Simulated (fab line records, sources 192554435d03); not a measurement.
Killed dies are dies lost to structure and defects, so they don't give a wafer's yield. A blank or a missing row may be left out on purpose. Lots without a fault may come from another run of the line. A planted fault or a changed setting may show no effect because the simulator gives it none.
Problem report in the 8D (eight disciplines) form, filled by code | flow n5_finfet | the parts of the form that need people (team, actions taken, sign-off) are left out

1. THE PROBLEM
raw_defect_count at N5_SD_EPI_P_INSPECT_26 reads a mean of 1549 on 1 wafer of 1 lot; wafers without a fault read 193 with a standard deviation of 41. That is +33 standard deviations from the usual mean.
The step: inspects for defects (darkfield).
First seen on wafer L477.4, day 5 20:28, on defect_inspect-01. The record holds 33 wafers of 11 lots with a number at this step. Rule for "out", or "out of limits": more than 4 standard deviations from the usual mean. The other wafers with a number count as sound.

2. WHAT IT IS AND WHAT IT IS NOT
question                    | is                | is not
which readings at this step | raw_defect_count  | -
which lots                  | L477              | L468, L469, L471, L478, L484, L486, L488, L489, L490, L491
which wafers of those lots  | L477.4            | L477.3, L477.5
read on which gauges        | defect_inspect-01 | defect_inspect-02
when                        | from day 5 20:28  | up to then (11 sound wafers); but 21 sound wafers of L478, L484, L486, L488, L489, L490, L491 came after

3. SUSPECTS, AND WHAT RULES EACH OUT
Counting: a tool at a process step up to the reading stays a suspect if it ran every lot that is out. Sound lots after the first of them don't rule it out here, since some wafers of a struck lot are sound.
- the gauge at N5_SD_EPI_P_INSPECT_26: ruled out. All the wafers that are out were read on defect_inspect-01, but those of them that N5_SD_ACTIVATION_INSPECT_02 has rows for are out there too, on other tools.
- wet_bench-03 at N5_SD_EPI_P_PRECLEAN_33 (cleans in SC2, time 45 s): kept. It ran the lot that is out, L477 (day 5 20:24); its last sound lot up to then is L471 (day 4 07:44).
- Within wet_bench-03 at N5_SD_EPI_P_PRECLEAN_33: the wafers that are out ran in chamber 7; their sound lot-mates ran in chambers 1, 3.
Left after counting: wet_bench-03 at N5_SD_EPI_P_PRECLEAN_33.

4. THE CAUSE (what the simulator had put in)
Chamber particle source: wet_bench-03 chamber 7, from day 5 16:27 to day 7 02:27, at N5_SD_EPI_P_PRECLEAN_33. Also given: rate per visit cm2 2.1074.
Counting left only this tool.

5. THE CHAIN OF EFFECTS, in route order
Each row: a reading whose mean over the struck wafers that have a number lies more than 3 standard deviations from the usual. Only readings for which the record gives a usual standard deviation are gone through. hours: the time from each lot's start at the first step in this table that gives one to its start at this step, as a median over the lots. sigmas: the change in usual standard deviations.
hours | step                        | reading             | usual | on struck wafers | change | sigmas
0     | N5_SD_EPI_P_INSPECT_26      | raw_defect_count    | 193   | 1549             | +1356  | +33
1     | N5_SD_ACTIVATION_INSPECT_02 | raw_defect_count    | 193   | 1561             | +1368  | +33
218   | N5_PASSIVATION_PROBE_49     | killed_at_front_end | 38    | 199              | +161   | +15
218   | N5_PASSIVATION_PROBE_49     | killed_dies         | 103   | 257              | +154   | +9.1
The process steps in it:
- N5_PASSIVATION_PROBE_49

6. WHAT WOULD HAVE CAUGHT IT SOONER
In this record the first reading out of limits at a measuring or inspecting step was taken at day 5 20:28, 4 hours after the fault began at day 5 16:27.
Of the tool readings at N5_SD_EPI_P_PRECLEAN_33 for which the record gives a usual standard deviation, none was out on any struck wafer, so an alarm limit of 4 standard deviations on them would not have fired.
All the lots that are out (1) had begun N5_SD_EPI_P_PRECLEAN_33 on wet_bench-03 by day 5 20:28. A hold on the tool at that time would have spared none of them.
